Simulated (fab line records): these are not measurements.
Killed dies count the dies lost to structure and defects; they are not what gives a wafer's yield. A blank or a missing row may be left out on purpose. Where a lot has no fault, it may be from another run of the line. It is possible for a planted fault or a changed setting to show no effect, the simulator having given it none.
Matching of chambers	flow n5 finfet	N5_BEOL_M2_ETCH_70 on rie diel-01 has 4 sister chambers
The step etches SOC in N2/H2, target depth 80 nm, overetch 24 nm, time 130 s. 8 wafers are shown with their chamber, then 8 later ones without.

== WAFERS WITH THEIR CHAMBER ==
wafer	chamber	showerhead plenum p Torr (Torr)	drypump motor current A (A)
L079.1	3	2.61	6.5
L083.6	2	2.71	5.2
L085.3	1	2.37	5.8
L085.5	1	2.37	5.7
L086.1	3	2.60	6.6
L086.3	2	2.70	5.2
L086.4	0	2.65	6.3
L088.1	0	2.65	6.3

== WAFERS MISSING THEIR CHAMBER ==
wafer	showerhead plenum p Torr (Torr)	drypump motor current A (A)
L088.4	2.60	6.6
L088.5	2.60	6.6
L090.1	2.65	6.3
L090.3	2.69	5.8
L090.5	2.60	6.5
L095.2	2.59	6.6
L095.4	2.69	5.2
L095.6	2.64	6.3

== WHICH CHAMBER EACH WENT THROUGH ==
wafer	from the rows above	in truth
L088.4	3	3
L088.5	3	3
L090.1	0	0
L090.3	can't be placed: 2 or 0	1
L090.5	3	3
L095.2	3	3
L095.4	2	2
L095.6	0	0
Correctly placed: 7 of 8. From these rows, 1 cannot be placed; in 0 the true chamber is one of the candidates. Placed wrongly: 0.
How it was worked out, from the rows above alone: a wafer's distance from a chamber is the root of the sum, over the readings, of the square of ((its reading less the chamber's mean) divided by the reading's scatter). The wafer belongs to the nearest chamber; if the next one is less than 2 further off, it can't be placed. For every chamber, the mean is computed from those of its wafers that are shown. The scatter: the root of (the sum of the squares of (reading less its chamber's mean) over the shown wafers, divided by (wafers less chambers)).
